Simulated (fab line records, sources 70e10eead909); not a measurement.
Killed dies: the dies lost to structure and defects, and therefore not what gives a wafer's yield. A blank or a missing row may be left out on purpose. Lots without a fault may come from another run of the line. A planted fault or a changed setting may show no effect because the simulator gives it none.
Matching of chambers | flow nand-harc | NHARC_A_STAIRCASE_DEP_471 on pecvd-03 has 3 sister chambers
The step deposits SiO2, target thk 100 nm. 3 wafers are shown with their chamber, then 11 later ones without.

EACH WAFER AND ITS CHAMBER
wafer  | chamber | throttle-valve-pct (%)
L088.2 | 1       | 15.8
L088.5 | 0       | 15.1
L089.1 | 2       | 16.8

WAFERS WITHOUT THEIR CHAMBER
wafer  | throttle-valve-pct (%)
L089.2 | 16.0
L089.4 | 16.4
L094.3 | 15.4
L094.5 | 16.8
L094.6 | 15.9
L096.1 | 16.1
L096.2 | 16.6
L096.6 | 15.1
L097.3 | 15.5
L097.4 | 16.0
L097.5 | 15.5

CHAMBER TAKEN BY EACH
wafer  | from the rows above     | in truth
L089.2 | 1                       | 1
L089.4 | can't be placed: 2 or 1 | 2
L094.3 | can't be placed: 0 or 1 | 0
L094.5 | 2                       | 2
L094.6 | 1                       | 1
L096.1 | can't be placed: 1 or 2 | 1
L096.2 | 2                       | 2
L096.6 | 0                       | 0
L097.3 | can't be placed: 1 or 0 | 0
L097.4 | 1                       | 1
L097.5 | can't be placed: 1 or 0 | 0
Correct placement for 6 of the 11. Can't be placed from these rows: 5 (the true chamber is among the candidates in 5). 0 placed wrongly.
How it was worked out, from the rows above alone: a wafer's distance from a chamber is the root of the sum, over the readings, of the square of ((its reading less the chamber's mean) divided by the reading's scatter). The wafer belongs to the nearest chamber; if the next one is less than 2 further off, it can't be placed. A chamber's mean is the mean of its shown wafers. The scatter: root of mean squared gap, hidden wafer to nearest shown wafer, with one shown wafer a chamber.
